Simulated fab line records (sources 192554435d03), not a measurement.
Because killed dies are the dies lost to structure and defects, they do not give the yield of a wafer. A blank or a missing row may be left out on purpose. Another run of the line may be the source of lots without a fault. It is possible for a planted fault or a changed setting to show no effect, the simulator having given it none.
Which tool did it? || flow n5Finfet || 10 lots, 27 wafers sampled, at 1 step of a route of 1938

## WHAT THE GAUGES SHOWED, per wafer
N5_BEOL_M12_CD_MEAS_10 targets a cd of 140 nm.
{"lot": "L104", "measured": "day 11 17:25", "on": "cdSem-02", "cdNm (nm)": "139.1 141.4 139.9"}
{"lot": "L105", "measured": "day 11 17:39", "on": "cdSem-03", "cdNm (nm)": "143.4 141.1 139.2"}
{"lot": "L108", "measured": "day 13 17:59", "on": "cdSem-02", "cdNm (nm)": "140.7 143.3 140.6"}
{"lot": "L110", "measured": "day 14 17:14", "on": "cdSem-03", "cdNm (nm)": "138.5 142.0 139.5"}
{"lot": "L115", "measured": "day 16 06:40", "on": "cdSem-02", "cdNm (nm)": "142.8 139.1"}
{"lot": "L117", "measured": "day 16 09:11", "on": "cdSem-01", "cdNm (nm)": "139.5 140.4"}
{"lot": "L106", "measured": "day 16 18:22", "on": "cdSem-01", "cdNm (nm)": "140.9 141.8 140.2"}
{"lot": "L120", "measured": "day 17 03:09", "on": "cdSem-02", "cdNm (nm)": "141.0 138.8"}
{"lot": "L125", "measured": "day 18 03:51", "on": "cdSem-01", "cdNm (nm)": "139.3 139.8 140.9"}
{"lot": "L126", "measured": "day 18 05:46", "on": "cdSem-02", "cdNm (nm)": "139.5 140.7 142.1"}

## TOOL THAT RAN EACH LOT (tool first, then ch and the chambers of the sampled wafers, then the start)
There is no process step in the record ahead of these readings.

## THE ANSWER, worked out from the rows above alone
Rule: what is usual is taken from the lots themselves. The widest of any qualifying gaps counts: lots, ordered by their means at a reading, are off when they make up no more than a third of the lots, leave a main group of 4 or more, and stand apart from it by 3 or more times the standard deviation of that group's means. A main group whose means are all the same, to the digits that the tables above print for the reading, isn't used. Also off: a lot with no number at a reading for which 4 or more lots have one. The other lots that the step has rows for count as sound.
Nothing can be told from this: no lot is off at any reading shown.

## WHAT THE SIMULATOR PUT IN
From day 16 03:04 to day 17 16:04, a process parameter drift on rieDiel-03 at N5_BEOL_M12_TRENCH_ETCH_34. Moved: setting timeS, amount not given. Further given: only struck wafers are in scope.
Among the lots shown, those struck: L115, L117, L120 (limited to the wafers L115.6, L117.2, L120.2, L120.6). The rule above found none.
